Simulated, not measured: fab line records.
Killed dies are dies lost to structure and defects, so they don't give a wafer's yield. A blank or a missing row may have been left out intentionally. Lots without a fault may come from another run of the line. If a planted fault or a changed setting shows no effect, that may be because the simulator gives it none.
Matching of chambers | flow n5Finfet | 4 sister chambers for N5_GATE_CUT_CMP_61 on cmp-01
The step polishes, stops on SiNx, t overpolish 3 s. 16 wafers are shown with their chamber, then 8 later ones without.

WAFERS, EACH WITH ITS CHAMBER
wafer  | chamber | motorCurrentA (A)
L634.1 | 0       | 12.3
L634.2 | 1       | 10.7
L634.6 | 2       | 12.1
L639.1 | 3       | 11.9
L639.3 | 1       | 10.9
L639.4 | 0       | 13.0
L640.3 | 3       | 12.1
L640.4 | 0       | 13.6
L640.5 | 1       | 11.2
L641.4 | 2       | 12.0
L641.5 | 2       | 11.9
L641.6 | 3       | 11.2
L642.1 | 0       | 13.1
L642.2 | 2       | 11.5
L642.4 | 3       | 12.0
L643.1 | 0       | 13.4

SIGNATURES, as means of the wafers listed above
reading       | chamber 0 | chamber 1 | chamber 2 | chamber 3 | scatter within a chamber
motorCurrentA | 13.080    | 10.933    | 11.875    | 11.800    | 0.39
Rule: for a wafer and a chamber, the distance is found by dividing, reading by reading, the gap between the wafer's reading and the chamber's mean by the reading's scatter, squaring, summing and taking the root. If the next closest chamber is less than 2 further off than the closest, the wafer can't be placed; otherwise it belongs to the closest. The scatter: take each reading less its chamber's mean, square it, sum over the shown wafers, divide by the number of wafers less the number of chambers, and take the root.

WAFERS WHOSE CHAMBER IS MISSING
wafer  | motorCurrentA (A)
L643.4 | 11.1
L643.5 | 13.7
L653.1 | 10.5
L653.2 | 12.8
L653.4 | 11.9
L657.2 | 13.2
L657.4 | 11.3
L657.6 | 13.1

THE CHAMBER EACH PASSED THROUGH
wafer  | from the rows above          | in truth
L643.4 | can't be placed: 1 or 3 or 2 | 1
L643.5 | 0                            | 0
L653.1 | 1                            | 1
L653.2 | can't be placed: 0 or 2 or 3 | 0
L653.4 | can't be placed: 2 or 3      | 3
L657.2 | 0                            | 0
L657.4 | can't be placed: 1 or 3 or 2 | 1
L657.6 | 0                            | 0
4 of 8 placed correctly. Unplaceable from these rows: 4, with the true chamber sitting among the candidates in 4. Wrongly placed: 0.
